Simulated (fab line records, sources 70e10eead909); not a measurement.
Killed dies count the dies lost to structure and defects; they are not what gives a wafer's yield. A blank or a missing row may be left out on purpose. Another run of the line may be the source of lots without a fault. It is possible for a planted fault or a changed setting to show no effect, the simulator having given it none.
Check for tools in common -- flow nand harc -- 4 lots and 10 wafers in the sample

WHY IT WAS OPENED
On 2 of the 4 lots, a flag is raised at NHARC_END_SORT_01 on the reading killed at array. Fault-free wafers read 27, with a standard deviation of 10.
Rule: a lot is flagged in two cases, either no wafer of it has a number, or all its wafers with numbers fall more than 4 standard deviations from that mean. All remaining lots are regarded as sound.

lot,measured,on,"killed at array, wafer by wafer",flag
L630,day 21 12:47,prober-01,12 14 17,
L634,day 22 19:31,prober-01,410 447 444,FLAGGED
L635,day 23 02:59,prober-01,433 425 416,FLAGGED
L636,day 23 03:23,prober-01,35,
On average the flagged lots' numbers are 429, which is +402 against the usual, or +40 standard deviations.

TOOL THAT RAN EACH LOT
Before the reading, the record contains 3 process steps out of a 1159-step route. Read each cell as the tool, then ch plus the chambers that the sampled wafers visited, then the start.
lot,flag,NHARC_A_M0_PRE_CLEAN_31,NHARC_A_M0_DEP_32,NHARC_A_M1_ECD_22
L630,,"pecvd-02 ch 0,2, day 19 22:43","pecvd-02 ch 0,2, day 19 22:48","ecd cu-01 ch 0,1, day 20 01:40"
L634,FLAGGED,"pecvd-02 ch 0,1,2, day 20 16:39","pecvd-02 ch 0,1,2, day 20 16:44","ecd cu-02 ch 0,1, day 20 19:39"
L635,FLAGGED,"pecvd-01 ch 0,2, day 20 22:16","pecvd-01 ch 0,2, day 20 22:28","ecd cu-02 ch 0,1, day 21 02:34"
L636,,"pecvd-02 ch 0,1, day 21 13:58","pecvd-02 ch 0,1, day 21 14:02","ecd cu-01 ch 0,1, day 21 16:52"
These steps, and what they do:
- NHARC_A_M0_PRE_CLEAN_31: time 12 s.
- NHARC_A_M0_DEP_32: deposits SiCN, target thk 30 nm.
- NHARC_A_M1_ECD_22: material Cu, target thk 400 nm.
- NHARC_END_SORT_01

FLAGGED AGAINST TOTAL, ONE TOOL AT A TIME (gauges that did the reading follow at the end)
step,tool,lots run,flagged,share of the flagged lots,sound lots run after its first flagged lot
NHARC_A_M0_PRE_CLEAN_31,pecvd-01,1,1,some,0
NHARC_A_M0_PRE_CLEAN_31,pecvd-02,3,1,some,1 (L636)
NHARC_A_M0_DEP_32,pecvd-01,1,1,some,0
NHARC_A_M0_DEP_32,pecvd-02,3,1,some,1 (L636)
NHARC_A_M1_ECD_22,ecd cu-01,2,0,none,-
NHARC_A_M1_ECD_22,ecd cu-02,2,2,all,0
NHARC_END_SORT_01,prober-01,4,2,all,1 (L636)

WHAT IS ALLOWED BY THE TABLE
2 rows of the table ran every flagged lot: ecd cu-02 at NHARC_A_M1_ECD_22, prober-01 at NHARC_END_SORT_01.
- ecd cu-02 at NHARC_A_M1_ECD_22 ran 2 lots, 2 of them flagged. Because this sample shows no sound lot run on it before its first flagged lot, the start cannot be pinned down more closely.
- prober-01 at NHARC_END_SORT_01 ran 4 lots, 2 of them flagged. Sound lots ran on it after the first flagged one (L636), which a lasting fault on the whole tool wouldn't allow.
One tool is left: ecd cu-02 at NHARC_A_M1_ECD_22.

WHAT THE SIMULATOR HAD PUT IN
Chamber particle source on ecd cu-02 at NHARC_A_M1_ECD_22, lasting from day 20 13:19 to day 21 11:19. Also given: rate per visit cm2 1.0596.
Struck lots among those shown: L634, L635. This agrees with what the rule above found.
